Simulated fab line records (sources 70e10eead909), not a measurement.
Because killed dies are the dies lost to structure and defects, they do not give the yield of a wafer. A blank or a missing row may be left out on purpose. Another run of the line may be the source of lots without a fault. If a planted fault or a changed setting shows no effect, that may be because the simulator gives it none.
Which of the tools did it?	flow nandHarc	11 lots, 32 wafers sampled, at 5 steps of a route of 1159

## WHAT THE GAUGES SHOWED, per wafer
NHARC_P_M0_CD_MEAS_09: target cd 90 nm.
lot	measured	on	cdNm (nm)
L510	day 6 01:16	cdSem-02	89.8 91.0 90.4
L514	day 6 16:56	cdSem-01	88.8 89.2 89.2
L516	day 7 13:10	cdSem-03	89.8 89.3 89.7
L517	day 7 13:48	cdSem-01	90.3 90.3 90.0
L519	day 8 00:48	cdSem-01	89.0 89.0 89.9
L522	day 9 02:30	cdSem-02	89.6 89.9 89.4
L527	day 10 01:03	cdSem-02	105.2 105.3
L529	day 10 17:06	cdSem-01	102.5 102.4 102.1
L530	day 10 22:00	cdSem-03	89.6 89.4 89.1
L531	day 11 05:11	cdSem-02	89.8 89.7 89.9
L533	day 11 15:09	cdSem-02	89.7 89.5 90.0

NHARC_P_M0_THK_MEAS_24: measures by xrf.
lot	measured	on	thkNm (nm)
L510	day 6 03:52	filmMetro-01	118.0 116.2 116.2
L514	day 6 19:27	filmMetro-01	118.2 119.5 118.1
L516	day 7 15:39	filmMetro-02	117.4 116.3 119.0
L517	day 7 16:17	filmMetro-01	117.4 116.9 117.5
L519	day 8 03:19	filmMetro-01	118.3 120.9 120.6
L522	day 9 05:19	filmMetro-02	117.0 117.7 117.8
L527	day 10 03:35	filmMetro-02	118.0 118.1
L529	day 10 19:40	filmMetro-02	117.9 117.0 117.0
L530	day 11 00:33	filmMetro-01	117.8 119.0 117.5
L531	day 11 07:44	filmMetro-02	118.0 117.2 117.6
L533	day 11 17:40	filmMetro-01	117.6 117.1 117.0

## WHAT TOOL EACH LOT RAN ON (gives the tool, then ch and the chambers of the sampled wafers, and finally the start)
lot	NHARC_P_CONTACT_ETCH_36	NHARC_P_M0_EXPOSE_06	NHARC_P_M0_ETCH_15
L510	rieDiel-06 ch 0,1,3, day 6 01:07 or earlier	arfiScanner-01 ch 0, day 6 01:07	rieDiel-10 ch 0,2, day 6 03:52 or earlier
L514	rieDiel-05 ch 1,2,3, day 6 16:47 or earlier	arfiScanner-02 ch 0, day 6 16:47	rieDiel-04 ch 0,1,3, day 6 19:27 or earlier
L516	rieDiel-12 ch 1,2,3, day 7 13:02 or earlier	arfiScanner-03 ch 0, day 7 13:02	rieDiel-10 ch 0,2,3, day 7 15:39 or earlier
L517	rieDiel-12 ch 1,3, day 7 13:40 or earlier	arfiScanner-01 ch 0, day 7 13:40	rieDiel-03 ch 0,2, day 7 16:17 or earlier
L519	rieDiel-12 ch 0,2,3, day 8 00:40 or earlier	arfiScanner-02 ch 0, day 8 00:40	rieDiel-10 ch 0,3, day 8 03:19 or earlier
L522	rieDiel-12 ch 0,1,3, day 9 02:22 or earlier	arfiScanner-03 ch 0, day 9 02:22	rieDiel-03 ch 0,2,3, day 9 05:19 or earlier
L527	rieDiel-12 ch 1,3, day 10 00:55 or earlier	arfiScanner-03 ch 0, day 10 00:55	rieDiel-04 ch 0,3, day 10 03:35 or earlier
L529	rieDiel-12 ch 0,1,2, day 10 16:58 or earlier	arfiScanner-03 ch 0, day 10 16:58	rieDiel-04 ch 0,1, day 10 19:40 or earlier
L530	rieDiel-12 ch 0,1,3, day 10 21:52 or earlier	arfiScanner-01 ch 0, day 10 21:52	rieDiel-04 ch 0,1,3, day 11 00:33 or earlier
L531	rieDiel-12 ch 1,2,3, day 11 05:03 or earlier	arfiScanner-02 ch 0, day 11 05:03	rieDiel-04 ch 0,2,3, day 11 07:44 or earlier
L533	rieDiel-12 ch 1,2, day 11 15:01 or earlier	arfiScanner-02 ch 0, day 11 15:01	rieDiel-10 ch 0,2, day 11 17:40 or earlier
- NHARC_P_CONTACT_ETCH_36: etches the open film in N2/H2, target depth 260 nm, time 406.25 s.
- NHARC_P_M0_EXPOSE_06: exposes mask P M0, target cd 90 nm.
- NHARC_P_M0_ETCH_15: etches the open film in C4F8/Ar, target depth 150 nm, overetch 15 nm, time 82.5 s.

## AS READ BY THE TOOLS THEMSELVES (means over the sampled wafers that have a number; for cases with no such wafer, the mark the record gives instead)
NHARC_P_CONTACT_ETCH_36.
lot	tool	drypumpMotorCurrentA (A)	oesProductAu (a.u.)	rfVppV (V)	showerheadPlenumPTorr (Torr)	throttleValvePct (%)
L510	rieDiel-06	5.0	1.006	433.6	2.16	14.161
L514	rieDiel-05	5.8	1.000	429.5	2.01	14.168
L516	rieDiel-12	5.7	1.006	431.5	2.07	14.171
L517	rieDiel-12	5.5	1.003	433.2	2.12	14.173
L519	rieDiel-12	6.1	0.998	429.6	2.02	14.167
L522	rieDiel-12	5.9	0.993	431.1	2.07	14.176
L527	rieDiel-12	5.6	0.998	433.0	2.12	14.172
L529	rieDiel-12	5.9	0.993	429.8	2.02	14.171
L530	rieDiel-12	5.9	0.996	431.1	2.07	14.172
L531	rieDiel-12	5.6	0.993	431.2	2.06	14.176
L533	rieDiel-12	5.6	0.989	432.1	2.07	14.168

NHARC_P_M0_EXPOSE_06.
lot	tool	exposureDoseMJCm2	focusOffsetNm (nm)
L510	arfiScanner-01	81.21	-0.2
L514	arfiScanner-02	81.27	0.5
L516	arfiScanner-03	81.33	0.3
L517	arfiScanner-01	81.21	-0.0
L519	arfiScanner-02	81.31	0.3
L522	arfiScanner-03	81.31	0.3
L527	arfiScanner-03	103.78	-0.3
L529	arfiScanner-03	99.31	-0.3
L530	arfiScanner-01	81.12	0.1
L531	arfiScanner-02	81.20	-0.5
L533	arfiScanner-02	81.22	-0.1

NHARC_P_M0_ETCH_15.
lot	tool	oesProductAu (a.u.)	rfVppV (V)
L510	rieDiel-10	0.976	445.9
L514	rieDiel-04	0.964	440.7
L516	rieDiel-10	0.923	443.2
L517	rieDiel-03	0.925	438.3
L519	rieDiel-10	0.969	444.4
L522	rieDiel-03	0.918	440.2
L527	rieDiel-04	0.978	442.1
L529	rieDiel-04	0.923	440.9
L530	rieDiel-04	0.920	440.8
L531	rieDiel-04	0.929	442.5
L533	rieDiel-10	0.968	445.2

## THE ANSWER, worked out from the rows above alone
Rule: the usual values come from the lots themselves. Put in order of their means at a reading, lots are off if they are a third of the lots or fewer, leave a main group of 4 or more, and stand apart from it by a gap of 3 or more times the standard deviation of the main group's means; of several such gaps the widest counts. The tables above print the reading to a certain number of digits; a main group whose means all agree to those digits is not used. Also off: a lot with no number at a reading for which 4 or more lots have one. All remaining lots with rows at the step are treated as sound. First the gauges in route order, then the tools' own readings, where a lot's mean is used as printed above. The first step at which some lot is off is used, and at that step the reading that is off furthest; a lot without a number counts as furthest.
Off: L527, L529 (NHARC_P_M0_CD_MEAS_09, cdNm). Mean 89.7 nm and standard deviation 0.4 in the main group.
If a tool, at a process step before that reading, ran all the lots that are off and no sound lot after the first of them, it fits. Not tried: the gauges at NHARC_P_M0_CD_MEAS_09; whatever is off there is also off at NHARC_P_M0_EXPOSE_06, on other tools, and gauge error can't account for it. Because NHARC_P_CONTACT_ETCH_36 lacks a start for some lots, the hours and order of its lots are taken from NHARC_P_M0_EXPOSE_06. One fits: arfiScanner-03 at NHARC_P_M0_EXPOSE_06. Its last sound lot is L522 (day 9 02:22), its first lot that is off L527 (day 10 00:55): a fault that began between those two fits.
On the lots that are off, the tool's own readings at NHARC_P_M0_EXPOSE_06 differ by more than 5 times the standard deviation of the sound lots' means, which bears it out; exposureDoseMJCm2 reads 101.55 there versus 81.24 on the sound lots.

## WHAT HAD BEEN PUT IN BY THE SIMULATOR
Process parameter drift: arfiScanner-03, from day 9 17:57 on, at NHARC_P_M0_EXPOSE_06. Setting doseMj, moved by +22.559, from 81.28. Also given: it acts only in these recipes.
Lots struck among those shown: L527, L529. This agrees with what the rule above found.
